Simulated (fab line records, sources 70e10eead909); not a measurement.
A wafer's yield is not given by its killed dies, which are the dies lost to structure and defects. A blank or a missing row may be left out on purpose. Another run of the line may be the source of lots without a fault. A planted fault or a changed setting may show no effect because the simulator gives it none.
Chamber matching || flow nand_harc || NHARC_A_ONON_D1_DEP_33 on pecvd-03 has 3 sister chambers
The step deposits SiO2, target thk 200 nm. 3 wafers are shown with their chamber, then 7 later ones without.

== WAFERS WITH THEIR CHAMBER ==
{"wafer": "L745.4", "chamber": 0, "heater_power_w (W)": 596}
{"wafer": "L753.1", "chamber": 1, "heater_power_w (W)": 414}
{"wafer": "L753.3", "chamber": 2, "heater_power_w (W)": 510}

== WAFERS WHOSE CHAMBER IS MISSING ==
{"wafer": "L753.4", "heater_power_w (W)": 607}
{"wafer": "L754.2", "heater_power_w (W)": 631}
{"wafer": "L754.5", "heater_power_w (W)": 419}
{"wafer": "L754.6", "heater_power_w (W)": 503}
{"wafer": "L755.1", "heater_power_w (W)": 403}
{"wafer": "L755.2", "heater_power_w (W)": 495}
{"wafer": "L755.6", "heater_power_w (W)": 412}

== CHAMBER TAKEN BY EACH ==
{"wafer": "L753.4", "from the rows above": 0, "in truth": 0}
{"wafer": "L754.2", "from the rows above": 0, "in truth": 0}
{"wafer": "L754.5", "from the rows above": 1, "in truth": 1}
{"wafer": "L754.6", "from the rows above": 2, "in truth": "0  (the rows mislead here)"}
{"wafer": "L755.1", "from the rows above": 1, "in truth": 1}
{"wafer": "L755.2", "from the rows above": 2, "in truth": 2}
{"wafer": "L755.6", "from the rows above": 1, "in truth": 1}
Placed correctly: 6 of 7. Left unplaced by these rows: 0. Number placed wrongly: 1.
How it was worked out, from the rows above alone: a wafer's distance from a chamber is the root of the sum, over the readings, of the square of ((its reading less the chamber's mean) divided by the reading's scatter). The wafer belongs to the nearest chamber; if the next one is less than 2 further off, it can't be placed. A chamber's mean is the mean of its shown wafers. The scatter: root of mean squared gap, hidden wafer to nearest shown wafer, with one shown wafer a chamber.
